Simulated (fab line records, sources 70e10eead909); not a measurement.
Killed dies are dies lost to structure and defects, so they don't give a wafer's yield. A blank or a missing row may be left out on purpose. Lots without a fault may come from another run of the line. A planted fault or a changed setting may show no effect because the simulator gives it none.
Which tool did it? | flow nand_harc | 11 lots, 33 wafers sampled, at 4 steps of a route of 1159

WHAT THE GAUGES READ, wafer by wafer
NHARC_A_SGD_CUT_CD_MEAS_09: target cd 100 nm.
lot  | measured     | on        | cd_nm (nm)
L074 | day 13 17:28 | cd_sem-01 | 99.6 99.2 98.2
L077 | day 14 13:14 | cd_sem-01 | 100.7 99.8 99.7
L079 | day 14 23:18 | cd_sem-03 | 99.7 99.6 99.5
L082 | day 15 09:18 | cd_sem-03 | 99.9 99.8 99.7
L084 | day 16 07:13 | cd_sem-01 | 100.0 99.8 100.5
L085 | day 16 17:23 | cd_sem-02 | 99.5 100.0 99.5
L087 | day 16 15:31 | cd_sem-01 | 100.4 99.5 99.8
L089 | day 17 11:40 | cd_sem-02 | 100.4 100.7 99.5
L091 | day 18 06:15 | cd_sem-02 | 98.8 99.0 99.5
L094 | day 18 15:11 | cd_sem-02 | 100.0 100.1 99.0
L097 | day 19 04:34 | cd_sem-03 | 99.9 100.3 100.2

WHICH TOOL RAN EACH LOT (tool, then ch and the chambers of the sampled wafers, then the start)
lot  | NHARC_A_STAIRCASE_ETCHBACK_416                | NHARC_A_STAIRCASE_ETCH_444         | NHARC_A_STAIRCASE_ETCHBACK_422
L074 | rie_diel-04 ch 1,2,3, day 13 10:58 or earlier | rie_diel-04 ch 0,3, day 13 10:58   | rie_diel-04 ch 1,2,3, day 13 15:07
L077 | rie_diel-09 ch 0,1,2, day 14 07:44 or earlier | rie_diel-09 ch 0,2,3, day 14 07:44 | rie_diel-11 ch 0,2, day 14 11:11
L079 | rie_diel-09 ch 1,2,3, day 14 17:35 or earlier | rie_diel-04 ch 0,1, day 14 17:35   | rie_diel-04 ch 1,2, day 14 21:11
L082 | rie_diel-04 ch 0,1,2, day 15 03:39 or earlier | rie_diel-04 ch 0,2,3, day 15 03:39 | rie_diel-04 ch 0,2,3, day 15 07:02
L084 | rie_diel-04 ch 0,1,2, day 16 01:13 or earlier | rie_diel-11 ch 1,2,3, day 16 01:13 | rie_diel-11 ch 0,1,2, day 16 05:11
L085 | rie_diel-09 ch 0,1,2, day 16 11:43 or earlier | rie_diel-04 ch 1,2, day 16 11:43   | rie_diel-09 ch 1,2,3, day 16 15:21
L087 | rie_diel-11 ch 0,1,3, day 16 09:44 or earlier | rie_diel-09 ch 0,1, day 16 09:44   | rie_diel-04 ch 0,1,3, day 16 13:24
L089 | rie_diel-09 ch 0,1,3, day 17 06:05 or earlier | rie_diel-11 ch 1,3, day 17 06:05   | rie_diel-11 ch 0,2,3, day 17 09:36
L091 | rie_diel-09 ch 0,1, day 18 00:52 or earlier   | rie_diel-04 ch 0,1,3, day 18 00:52 | rie_diel-04 ch 0,2, day 18 03:59
L094 | rie_diel-04 ch 1,2,3, day 18 09:50 or earlier | rie_diel-04 ch 2,3, day 18 09:50   | rie_diel-09 ch 1,2,3, day 18 13:12
L097 | rie_diel-09 ch 1,2,3, day 18 22:36 or earlier | rie_diel-09 ch 0,2,3, day 18 22:36 | rie_diel-11 ch 1,2,3, day 19 02:28
- NHARC_A_STAIRCASE_ETCHBACK_416: etches the open film in C4F8/O2/Ar, target depth 36 nm, time 7.2 s.
- NHARC_A_STAIRCASE_ETCH_444: etches the open film in C4F8/O2, target depth 10200 nm, time 3400 s.
- NHARC_A_STAIRCASE_ETCHBACK_422: etches the open film in CH3F/O2, target depth 40 nm, time 74.286 s.

THE ANSWER, worked out from the rows above alone
Rule: what is usual is taken from the lots themselves. Put in order of their means at a reading, lots are off if they are a third of the lots or fewer, leave a main group of 4 or more, and stand apart from it by a gap of 3 or more times the standard deviation of the main group's means; of several such gaps the widest counts. A main group whose means are all the same, to the digits that the tables above print for the reading, isn't used. A lot without any number at a reading at which 4 lots or more have one is off too. The other lots that the step has rows for count as sound.
No lot is off at any reading shown: from this, nothing can be told.

WHAT THE SIMULATOR HAD PUT IN
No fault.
